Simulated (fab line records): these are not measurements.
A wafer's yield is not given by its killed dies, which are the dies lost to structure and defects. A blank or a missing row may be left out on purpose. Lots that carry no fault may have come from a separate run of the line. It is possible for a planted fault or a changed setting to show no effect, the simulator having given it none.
fab line records	flow n5_finfet
[record] lots = 7	wafers = 39
route steps=1938 shown HKMG_FIN@413 GATE_CUT@466 MOL_CONTACT_COAG@537
start_h: the number of hours between the record's first day and the start of the first shown wafer of the lot	wait_h: time in hours since the lot's previous step	" identical to the entry in the row above	L1.1+2: one row covering several wafers at once	- either no value or no given start	* or withheld: withheld	< > ~ a bound
route shown NAME@n: names a module that has steps shown in the file, with the first one's number in the route	usual: mean/standard deviation of fault-free wafers	same: alike in all rows	chamber/n: place in a boat	sites: per-site readings	_std_site: their standard deviation	_edge_site: the outer-site mean with the inner-site mean subtracted	radius_mm: how far each site lies from the wafer's centre	mask NAME#n: copy n	behind: the tool/chamber that last shaped the wafer	hold: the reason the lot was held/the length of the hold in hours/how it ended	device: which transistor (n, p or np) failed to switch	end of line: the same wafers' tests at the end of the route	a step given without rows: its recipe and nothing more	killed: dies that structure and defects cost at the first sort, which is not the same as the wafer's yield	map: a wafer's dies, x killed, . not, _ none there
set.NAME: the setting as run; set.NAME@STEP: as run at that earlier step	model.NAME: the simulator's own value behind a step, which no gauge read
lots with deliberately changed settings; one table per step, one row per wafer
[[steps]]
[step N5_HKMG_FIN_CVD_62]
[recipe] material = a-Si	target_thk_a = 30	temp_c = 500	precursor = Si2H6	pressure_torr = 1	time_s = 20.8
lot.wafer	tool	chamber	start_h	wait_h	set.target_thk_a	model.a-Si_of_HKMG_FIN_CVD_62.thk_nm
L074.1+2+3+4+5+6	thermal_cvd_si-01	0,1,2,1,0,2	73.70	0.2	30	3
L076.1+5	thermal_cvd_si-01	2,0	88.57	0.2	30	3
L076.2	"	0	"	"	30	3.2
L076.3+4+6	"	1,1,2	"	"	33.25	3.4
L086.1+2+5	thermal_cvd_si-02	0,2,0	146.82	0.2	30	3
L086.3+6	"	1	"	"	28.92	2.8
L086.4	"	2	"	"	28.92	3
L085.1+4+6	thermal_cvd_si-01	0,2,1	148.68	0.2	34.2	3.4
L085.2+3+5	"	2,1,0	"	"	30	3
L090.2+5	thermal_cvd_si-01	1,0	170.89	0.2	30	3
L090.3	"	2	"	"	30	3.2
L095.1+5	thermal_cvd_si-02	0	201.71	0.2	30	3
L095.2	"	2	"	"	30	3.2
L095.3	"	1	"	"	33.41	3.4
L095.4	"	1	"	"	33.41	3.2
L095.6	"	2	"	"	33.41	3.6
L097.1+2+3+4+6	thermal_cvd_si-01	2,1,0,2,1	231.08	0.2	30	3
L097.5	"	0	"	"	30	3.2
[step N5_GATE_CUT_ETCH_56]
[recipe] chemistry = Cl2/Ar	target = TiN	target_depth_a = 216	pressure_mtorr = 10	icp_w = 600	bias_w = 60	Cl2_flow_sccm = 40	Ar_flow_sccm = 60
lot.wafer	tool	chamber	start_h	wait_h	set.target_depth_a	model.etch.depth_nm
L074.1	rie_metal-01	0	79.76	0.1	216	22
L074.2	"	1	"	"	243.6	25.35
L074.3	"	0	"	"	216	22.27
L074.4	"	1	"	"	243.6	25.41
L074.5	"	1	"	"	216	22.45
L074.6	"	0	"	"	243.6	24.93
L076.1	rie_metal-01	0	94.79	0.1	216	21.9
L076.2	"	1	"	"	190.1	19.5
L076.3	"	1	"	"	190.1	19.6
L076.4	"	0	"	"	216	22.06
L076.5	"	1	"	"	216	22.1
L076.6	"	0	"	"	190.1	19.33
L086.1	rie_metal-03	1	153.32	0.1	216	21.97
L086.2	"	0	"	"	216	21.81
L086.3	"	1	"	"	216	21.89
L086.4	"	0	"	"	228.7	23.21
L086.5	"	1	"	"	228.7	22.96
L086.6	"	0	"	"	228.7	23.04
L085.1	rie_metal-02	0	154.76	0.1	216	21.94
L085.2	"	1	"	"	236	24.27
L085.3	"	0	"	"	236	23.88
L085.4	"	1	"	"	236	24.32
L085.5	"	0	"	"	216	21.88
L085.6	"	1	"	"	216	22.21
L090.2+3	rie_metal-03	0	177.36	0.1	216	21.92
L090.5	"	0	"	"	216	21.7
L095.1+6	rie_metal-02	1	208.18	0.1	216	21.98
L095.2	"	0	"	"	216	21.4
L095.3	"	0	"	"	216	21.51
L095.4	"	1	"	"	216	22.15
L095.5	"	0	"	"	216	21.47
L097.1	rie_metal-01	1	237.65	0.1	216	22.29
L097.2	"	0	"	"	216	21.94
L097.3	"	0	"	"	216	21.89
L097.4	"	1	"	"	216	22.27
L097.5	"	0	"	"	216	22.06
L097.6	"	1	"	"	216	22.32
[step N5_GATE_CUT_HM_DEP_46]
[recipe] material = SiO2	target_thk_a = 1300	temp_c = 400	precursor = TEOS/O2	pressure_torr = 6.5	rf_w = 900	teos_flow_sccm = 161.4	gas = O2	flow_sccm = 2650	time_s = 26.6
lot.wafer	tool	chamber	start_h	wait_h	set.time_s	model.SiO2_of_GATE_CUT_HM_DEP_46.thk_nm
L074.1	pecvd-02	0	83.05	0.0	26.6	129.8
L074.2	"	2	"	"	26.6	127.8
L074.3	"	1	"	"	29.47	141
L074.4	"	1	"	"	29.47	143.2
L074.5	"	0	"	"	29.47	144.4
L074.6	"	2	"	"	26.6	130.6
L076.1	pecvd-02	0	97.95	0.0	23.87	114.2
L076.2	"	2	"	"	26.6	130.4
L076.3	"	1	"	"	26.6	127.2
L076.4	"	2	"	"	26.6	129.8
L076.5	"	1	"	"	23.87	116.8
L076.6	"	0	"	"	23.87	117.6
L086.1	pecvd-02	0	156.47	0.0	26.6	129.6
L086.2	"	2	"	"	29.75	145.8
L086.3	"	1	"	"	29.75	144.6
L086.4	"	2	"	"	26.6	133.2
L086.5	"	1	"	"	29.75	147.2
L086.6	"	0	"	"	26.6	133
L085.1	pecvd-04	2	158.05	0.0	26.6	129.8
L085.2	"	0	"	"	26.6	129.2
L085.3	"	1	"	"	27.91	133.6
L085.4	"	0	"	"	27.91	136.2
L085.5	"	2	"	"	26.6	131.8
L085.6	"	1	"	"	27.91	137
L090.2	pecvd-04	1	180.49	0.0	26.6	129
L090.3	"	2	"	"	26.6	129.4
L090.5	"	0	"	"	26.6	131
L095.1	pecvd-04	0	211.27	0.0	24.87	121.8
L095.2	"	2	"	"	24.87	122.4
L095.3	"	1	"	"	26.6	128
L095.4	"	1	"	"	26.6	129.4
L095.5	"	2	"	"	26.6	132.4
L095.6	"	0	"	"	24.87	122
L097.1	pecvd-04	2	240.91	0.0	22.69	112.4
L097.2	"	0	"	"	26.6	128.4
L097.3	"	1	"	"	22.69	109.6
L097.4	"	2	"	"	26.6	131.6
L097.5	"	0	"	"	22.69	113
L097.6	"	1	"	"	26.6	130.6
[step N5_GATE_CUT_EXPOSE_10]
[recipe] mask_id = GATE_CUT	na = 0.33	source_shape = annular	sigma_inner = 0.35	sigma_outer = 0.8	polarization = unpolarized	target_cd_nm = 20	dose_mj = 43.25
lot.wafer	tool	chamber	start_h	wait_h	mask	set.dose_mj
L074.1+3+4	euv_scanner-01	0	83.25	-	GATE_CUT#0	43.25
L074.2+5+6	"	0	"	"	GATE_CUT#0	44.53
L076.1+2+3+4+5+6	euv_scanner-02	0	98.27	-	GATE_CUT#0	43.25
L086.1+2+3+4+5+6	euv_scanner-02	0	156.80	-	GATE_CUT#0	43.25
L085.1+3+6	euv_scanner-02	0	158.26	-	GATE_CUT#0	45.52
L085.2+4+5	"	0	"	"	GATE_CUT#0	43.25
L090.2+3+5	euv_scanner-01	0	180.83	-	GATE_CUT#0	43.25
L095.1+2+3	euv_scanner-01	0	211.48	-	GATE_CUT#0	43.25
L095.4+5+6	"	0	"	"	GATE_CUT#0	40.65
L097.1+2+3+4+5+6	euv_scanner-02	0	241.12	-	GATE_CUT#0	43.25
[step N5_GATE_CUT_PEB_11]
[recipe] peb_temp_c = 100	peb_time_s = 60	resist = CAR-EUV
[step N5_GATE_CUT_DEVELOP_12]
[recipe] develop_time_s = 30	developer = TMAH	resist = CAR-EUV	rinse_liquid = surfactant_rinse	dry = air_spin	dev_temp_c = 23
[step N5_GATE_CUT_CD_MEAS_13]
[recipe] target_cd_nm = 20	landing_energy_ev = 500	detector = se_inlens
[usual] cd_nm = 20.12/0.25
lot.wafer	tool	chamber	start_h	wait_h	set.dose_mj@GATE_CUT_EXPOSE_10	cd_nm
L074.1	cd_sem-01	0	83.38	-	43.25	20.55
L074.2	"	0	"	"	44.53	20.91
L074.3	"	0	"	"	43.25	20.11
L074.4	"	0	"	"	43.25	20.50
L074.5	"	0	"	"	44.53	21.02
L074.6	"	0	"	"	44.53	20.90
L076.1	cd_sem-03	0	98.41	-	43.25	20.15
L076.2	"	0	"	"	43.25	20.28
L076.3	"	0	"	"	43.25	20.14
L076.4	"	0	"	"	43.25	19.92
L076.5	"	0	"	"	43.25	20.34
L076.6	"	0	"	"	43.25	20.42
L086.1	cd_sem-02	0	156.93	-	43.25	20.04
L086.2	"	0	"	"	43.25	20.00
L086.3	"	0	"	"	43.25	19.93
L086.4	"	0	"	"	43.25	20.03
L086.5	"	0	"	"	43.25	19.98
L086.6	"	0	"	"	43.25	20.01
L085.1	cd_sem-02	0	158.39	-	45.52	21.21
L085.2	"	0	"	"	43.25	20.06
L085.3	"	0	"	"	45.52	21.60
L085.4	"	0	"	"	43.25	19.88
L085.5	"	0	"	"	43.25	20.21
L085.6	"	0	"	"	45.52	20.85
L090.2	cd_sem-03	0	180.96	-	43.25	20.33
L090.3	"	0	"	"	43.25	19.84
L090.5	"	0	"	"	43.25	20.54
L095.1	cd_sem-02	0	211.61	-	43.25	19.83
L095.2	"	0	"	"	43.25	20.15
L095.3	"	0	"	"	43.25	20.01
L095.4	"	0	"	"	40.65	18.38
L095.5	"	0	"	"	40.65	18.04
L095.6	"	0	"	"	40.65	18.51
L097.1	cd_sem-01	0	241.25	-	43.25	19.99
L097.2	"	0	"	"	43.25	20.29
L097.3	"	0	"	"	43.25	20.40
L097.4	"	0	"	"	43.25	20.73
L097.5	"	0	"	"	43.25	20.45
L097.6	"	0	"	"	43.25	20.05
[step N5_GATE_CUT_DESCUM_18]
[recipe] chemistry = O2	time_s = 7	source_power_w = 50	bias_power_w = 20	pressure_mtorr = 20	rf_frequency_hz = 2.712e+07	temp_c = 40	resist = CAR-EUV	o2_flow_sccm = 225
lot.wafer	tool	chamber	start_h	wait_h	set.dose_mj@GATE_CUT_EXPOSE_10	model.GATE_CUT.cd_nm
L074.1+3+4	rie_diel-02	0,1,2	83.51	0.0	43.25	20.2
L074.2	"	3	"	"	44.53	20.6
L074.5+6	"	1,2	"	"	44.53	20.8
L076.1+2+3+4+6	rie_diel-02	1,3,2,3,2	98.53	0.0	43.25	20.2
L076.5	"	1	"	"	43.25	20
L086.1+2+3+4+5	rie_diel-02	1,0,3,2,3	157.06	0.0	43.25	20
L086.6	"	2	"	"	43.25	19.8
L085.1+3	rie_diel-02	3,0	158.51	0.0	45.52	21.2
L085.2	"	1	"	"	43.25	19.8
L085.4+5	"	2,0	"	"	43.25	20
L085.6	"	1	"	"	45.52	21
L090.2+5	rie_diel-06	0,1	181.68	0.6	43.25	20.2
L090.3	"	1	"	"	43.25	20
L095.1+3	rie_diel-05	2,0	211.82	0.1	43.25	19.8
L095.2	"	3	"	"	43.25	20
L095.4+5	"	1,0	"	"	40.65	18.4
L095.6	"	3	"	"	40.65	18.2
L097.1+2+5+6	rie_diel-02	0,3,2,1	241.37	0.0	43.25	20.4
L097.3+4	"	1,2	"	"	43.25	20.2
[step N5_GATE_CUT_ETCH_28]
[recipe] chemistry = N2/H2	target = underlayer	target_depth_a = 130	mask_material = CAR-EUV	time_s = 10.4	ion_energy_ev = 200	pressure_mtorr = 30	source_w = 840	bias_w = 150	n2_flow_sccm = 200	h2_flow_sccm = 200	ends = cleared
lot.wafer	tool	chamber	start_h	wait_h	set.dose_mj@GATE_CUT_EXPOSE_10	model.GATE_CUT.cd_nm
L074.1+3+4	rie_diel-02	0,1,2	83.54	0.0	43.25	20.2
L074.2	"	3	"	"	44.53	20.6
L074.5+6	"	1,2	"	"	44.53	20.8
L076.1+6	rie_diel-02	1,2	98.56	0.0	43.25	20.2
L076.2+3+4	"	3,2,3	"	"	43.25	20.4
L076.5	"	1	"	"	43.25	20
L086.1+2+3+4+5	rie_diel-02	1,0,3,2,3	157.09	0.0	43.25	20
L086.6	"	2	"	"	43.25	19.8
L085.1+3	rie_diel-02	3,0	158.55	0.0	45.52	21.2
L085.2	"	1	"	"	43.25	19.8
L085.4+5	"	2,0	"	"	43.25	20
L085.6	"	1	"	"	45.52	21
L090.2+5	rie_diel-06	0,1	181.71	0.0	43.25	20.2
L090.3	"	1	"	"	43.25	20
L095.1+2+3	rie_diel-05	2,3,0	211.85	0.0	43.25	19.8
L095.4+6	"	1,3	"	"	40.65	18.4
L095.5	"	0	"	"	40.65	18.2
L097.1+2+4+5+6	rie_diel-02	0,3,2,2,1	241.41	0.0	43.25	20.4
L097.3	"	1	"	"	43.25	20.2
[step N5_GATE_CUT_ETCH_36]
[recipe] chemistry = CF4	target = SiARC	target_depth_a = 130	mask_material = CAR-EUV	time_s = 21.7	ion_energy_ev = 80	pressure_mtorr = 40	source_w = 545	bias_w = 36	Ar_flow_sccm = 100	cf4_flow_sccm = 100	ends = cleared
[step N5_GATE_CUT_ETCH_37]
[recipe] chemistry = N2/H2	target = SOC	target_depth_a = 600	overetch_a = 120	mask_material = SiARC	temp_c = 40	time_s = 90	ion_energy_ev = 200	pressure_mtorr = 30	source_w = 840	bias_w = 150	n2_flow_sccm = 200	h2_flow_sccm = 200
lot.wafer	tool	chamber	start_h	wait_h	set.dose_mj@GATE_CUT_EXPOSE_10	model.GATE_CUT.cd_nm
L074.1+3+4	rie_diel-02	0,1,2	83.59	0.0	43.25	20.2
L074.2	"	3	"	"	44.53	20.6
L074.5+6	"	1,2	"	"	44.53	20.8
L076.1+2+3+6	rie_diel-02	1,3,2,2	98.61	0.0	43.25	20.2
L076.4	"	3	"	"	43.25	20.4
L076.5	"	1	"	"	43.25	20
L086.1+2+4+5	rie_diel-02	1,0,2,3	157.14	0.0	43.25	20
L086.3	"	3	"	"	43.25	20.2
L086.6	"	2	"	"	43.25	19.8
L085.1+3	rie_diel-02	3,0	158.59	0.0	45.52	21.4
L085.2	"	1	"	"	43.25	19.8
L085.4+5	"	2,0	"	"	43.25	20
L085.6	"	1	"	"	45.52	21
L090.2	rie_diel-06	0	181.76	0.0	43.25	20.2
L090.3	"	1	"	"	43.25	20
L090.5	"	1	"	"	43.25	20.4
L095.1+2+3	rie_diel-05	2,3,0	211.90	0.0	43.25	19.8
L095.4+5+6	"	1,0,3	"	"	40.65	18.2
L097.1+5+6	rie_diel-02	0,2,1	241.45	0.0	43.25	20.4
L097.2	"	3	"	"	43.25	20.6
L097.3+4	"	1,2	"	"	43.25	20.2
[step N5_GATE_CUT_STRIP_38]
[recipe] chemistry = N2/H2	temp_c = 40	n2_flow_sccm = 200	h2_flow_sccm = 200	rf_frequency_hz = 6e+07
[step N5_GATE_CUT_STRIP_39]
[recipe] chemistry = N2/H2	temp_c = 40	n2_flow_sccm = 200	h2_flow_sccm = 200	rf_frequency_hz = 6e+07
[step N5_GATE_CUT_HM_OPEN_40]
[recipe] chemistry = C4F6/O2	target = SiO2	mask_material = SiARC	target_depth_a = 1390	time_s = 85.1	ion_energy_ev = 250	pressure_mtorr = 30	source_w = 345	bias_w = 185	Ar_flow_sccm = 300	C4F6_flow_sccm = 10	O2_flow_sccm = 10	ends = cleared
[usual] etch_rf_on_time_s = 93.4/1.8
lot.wafer	tool	chamber	start_h	wait_h	set.time_s@GATE_CUT_HM_DEP_46	etch_rf_on_time_s	model.etch.depth_nm	model.SOC_of_GATE_CUT_COAT_34.thk_nm
L074.1	rie_diel-02	0	83.67	0.0	26.6	94.1	129.8	32.6
L074.2	"	3	"	"	26.6	91.3	127.8	33.4
L074.3	"	1	"	"	29.47	100.3	141	30.4
L074.4	"	2	"	"	29.47	101.5	143.2	30.2
L074.5	"	1	"	"	29.47	103.3	144.5	29.6
L074.6	"	2	"	"	26.6	92.5	130.5	32.8
L076.1	rie_diel-02	1	98.69	0.0	23.87	82.0	114.2	35.8
L076.2	"	3	"	"	26.6	93.0	130.5	32.8
L076.3	"	2	"	"	26.6	89.8	127.3	33.2
L076.4	"	3	"	"	26.6	91.6	129.8	33
L076.5	"	1	"	"	23.87	83.4	116.7	35.4
L076.6	"	2	"	"	23.87	83.3	117.6	35.6
L086.1	rie_diel-02	1	157.22	0.0	26.6	92.8	129.6	32.8
L086.2	"	0	"	"	29.75	104.7	145.9	29
L086.3	"	3	"	"	29.75	102.2	144.5	29.8
L086.4	"	2	"	"	26.6	93.9	133.3	32
L086.5	"	3	"	"	29.75	103.6	147.3	29.2
L086.6	"	2	"	"	26.6	92.9	133	32.2
L085.1	rie_diel-02	3	158.68	0.0	26.6	91.0	129.7	32.8
L085.2	"	1	"	"	26.6	92.0	129.1	32.8
L085.3	"	0	"	"	27.91	96.3	133.7	31.6
L085.4	"	2	"	"	27.91	95.0	136.3	31.4
L085.5	"	0	"	"	26.6	95.1	131.8	32.2
L085.6	"	1	"	"	27.91	97.6	136.9	31.2
L090.2	rie_diel-06	0	181.84	0.0	26.6	93.9	128.9	32.8
L090.3	"	1	"	"	26.6	92.7	129.5	32.8
L090.5	"	1	"	"	26.6	93.7	131.1	32.2
L095.1	rie_diel-05	2	211.98	0.0	24.87	88.1	121.7	34.6
L095.2	"	3	"	"	24.87	89.4	122.5	34
L095.3	"	0	"	"	26.6	93.5	128	33
L095.4	"	1	"	"	26.6	93.6	129.4	32.8
L095.5	"	0	"	"	26.6	97.4	132.4	32.2
L095.6	"	3	"	"	24.87	89.6	121.9	34.2
L097.1	rie_diel-02	0	241.54	0.0	22.69	80.9	112.4	36.2
L097.2	"	3	"	"	26.6	90.7	128.4	33
L097.3	"	1	"	"	22.69	77.7	109.6	37
L097.4	"	2	"	"	26.6	92.0	131.7	32.4
L097.5	"	2	"	"	22.69	79.0	112.9	36.2
L097.6	"	1	"	"	26.6	92.0	130.6	32.4
[step N5_MOL_CONTACT_COAG_ETCH_15]
[recipe] chemistry = CH3F/O2	target = SiNx	target_depth_a = 70	mask_material = SOC	stop_on = Si:P	over_etch_frac = 0.75	ion_energy_ev = 120	pressure_mtorr = 30	source_w = 395	bias_w = 73	Ar_flow_sccm = 150	CH3F_flow_sccm = 30	O2_flow_sccm = 20
[usual] rf_vpp_V = 298/3.3
lot.wafer	tool	chamber	start_h	wait_h	set.source_w	rf_vpp_V
L074.1	rie_diel-03	2	87.68	0.0	330.8	320
L074.2	"	1	"	"	395	301
L074.3	"	3	"	"	395	299
L074.4	"	0	"	"	395	297
L074.5	"	2	"	"	330.8	320
L074.6	"	3	"	"	330.8	326
L076.1	rie_diel-01	3	103.50	0.0	320	324
L076.2	"	2	"	"	395	300
L076.3	"	0	"	"	320	330
L076.4	"	1	"	"	320	334
L076.5	"	2	"	"	395	302
L076.6	"	3	"	"	395	294
L086.1	rie_diel-03	2	161.26	0.0	355.1	310
L086.2	"	1	"	"	395	301
L086.3	"	3	"	"	355.1	315
L086.4	"	0	"	"	355.1	313
L086.5	"	0	"	"	395	296
L086.6	"	1	"	"	395	298
L085.1	rie_diel-01	2	162.52	0.0	395	299
L085.2	"	0	"	"	395	296
L085.3	"	3	"	"	346.8	312
L085.4	"	1	"	"	346.8	323
L085.5	"	1	"	"	346.8	323
L085.6	"	2	"	"	395	300
L090.2	rie_diel-04	0	185.82	0.0	395	303
L090.3	"	1	"	"	395	300
L090.5	"	2	"	"	395	293
L095.1	rie_diel-03	0	216.31	0.0	395	298
L095.2	"	1	"	"	420.3	293
L095.3	"	3	"	"	420.3	291
L095.4	"	2	"	"	395	295
L095.5	"	2	"	"	420.3	286
L095.6	"	3	"	"	395	299
L097.1	rie_diel-04	3	246.43	0.0	395	298
L097.2	"	0	"	"	395	304
L097.3	"	2	"	"	453.4	276
L097.4	"	1	"	"	395	299
L097.5	"	1	"	"	453.4	279
L097.6	"	0	"	"	453.4	284
[step N5_MOL_CONTACT_COAG_ETCH_47]
[recipe] chemistry = CH3F/O2	target = SiNx	target_depth_a = 270	mask_material = SiO2	stop_on = W	over_etch_frac = 0.2	ion_energy_ev = 120	endpoint = OES-CN	pressure_mtorr = 30	source_w = 395	bias_w = 73	Ar_flow_sccm = 150	CH3F_flow_sccm = 30	O2_flow_sccm = 20	ends = end_point
[usual] rf_vpp_V = 298/3.4
lot.wafer	tool	chamber	start_h	wait_h	set.source_w	rf_vpp_V
L074.1	rie_diel-03	1	98.31	0.0	395	302
L074.2	"	3	"	"	395	299
L074.3	"	0	"	"	349.7	315
L074.4	"	1	"	"	349.7	318
L074.5	"	0	"	"	395	297
L074.6	"	3	"	"	349.7	318
L076.1	rie_diel-04	2	113.86	0.0	395	295
L076.2	"	1	"	"	395	300
L076.3	"	3	"	"	395	294
L076.4	"	0	"	"	395	305
L076.5	"	3	"	"	395	294
L076.6	"	0	"	"	395	304
L086.1	rie_diel-04	3	172.60	0.0	395	294
L086.2	"	0	"	"	395	305
L086.3	"	1	"	"	395	299
L086.4	"	2	"	"	395	293
L086.5	"	0	"	"	395	305
L086.6	"	3	"	"	395	294
L085.1	rie_diel-01	2	174.44	0.0	395	298
L085.2	"	0	"	"	395	298
L085.3	"	1	"	"	395	302
L085.4	"	3	"	"	395	295
L085.5	"	0	"	"	395	299
L085.6	"	3	"	"	395	295
L090.2	rie_diel-03	1	197.10	0.0	395	301
L090.3	"	2	"	"	395	294
L090.5	"	1	"	"	395	299
L095.1	rie_diel-04	3	227.46	0.0	395	299
L095.2	"	2	"	"	434.9	281
L095.3	"	0	"	"	395	304
L095.4	"	1	"	"	395	299
L095.5	"	3	"	"	434.9	286
L095.6	"	2	"	"	434.9	282
L097.1	rie_diel-01	0	256.04	0.0	355.3	312
L097.2	"	2	"	"	355.3	315
L097.3	"	3	"	"	395	294
L097.4	"	1	"	"	395	305
L097.5	"	2	"	"	355.3	316
L097.6	"	3	"	"	395	294
[[key]]
[split] step = N5_HKMG_FIN_CVD_62	setting = target_thk_a	stated = 30	by = wafer
[response] step = N5_HKMG_FIN_CVD_62	reading = model.a-Si_of_HKMG_FIN_CVD_62.thk_nm	change = +0.0296	per = 1%	r = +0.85
[split] step = N5_GATE_CUT_ETCH_56	setting = target_depth_a	stated = 216	by = wafer
[response] step = N5_GATE_CUT_ETCH_56	reading = model.etch.depth_nm	change = +0.223	per = 1%	r = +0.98
[split] step = N5_GATE_CUT_HM_DEP_46	setting = time_s	stated = 26.6	by = wafer
[response] step = N5_GATE_CUT_HM_DEP_46	reading = model.SiO2_of_GATE_CUT_HM_DEP_46.thk_nm	change = +1.23	per = 1%	r = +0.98
[response] step = N5_GATE_CUT_HM_OPEN_40	reading = etch_rf_on_time_s	change = *	per = 1%	r = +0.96
[response] step = N5_GATE_CUT_HM_OPEN_40	reading = model.etch.depth_nm	change = +1.23	per = 1%	r = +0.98
[response] step = N5_GATE_CUT_HM_OPEN_40	reading = model.SOC_of_GATE_CUT_COAT_34.thk_nm	change = -0.258	per = 1%	r = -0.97
[split] step = N5_GATE_CUT_EXPOSE_10	setting = dose_mj	stated = 43.25	by = wafer
[response] step = N5_GATE_CUT_CD_MEAS_13	reading = cd_nm	change = +0.248	per = 1%	r = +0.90
[response] step = N5_GATE_CUT_DESCUM_18	reading = model.GATE_CUT.cd_nm	change = +0.236	per = 1%	r = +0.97
[response] step = N5_GATE_CUT_ETCH_28	reading = model.GATE_CUT.cd_nm	change = +0.23	per = 1%	r = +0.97
[response] step = N5_GATE_CUT_ETCH_37	reading = model.GATE_CUT.cd_nm	change = +0.251	per = 1%	r = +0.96
[split] step = N5_MOL_CONTACT_COAG_ETCH_15	setting = source_w	stated = 395	by = wafer
[response] step = N5_MOL_CONTACT_COAG_ETCH_15	reading = rf_vpp_V	change = -1.5	per = 1%	r = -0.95
[split] step = N5_MOL_CONTACT_COAG_ETCH_47	setting = source_w	stated = 395	by = wafer
[response] step = N5_MOL_CONTACT_COAG_ETCH_47	reading = rf_vpp_V	change = -1.64	per = 1%	r = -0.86
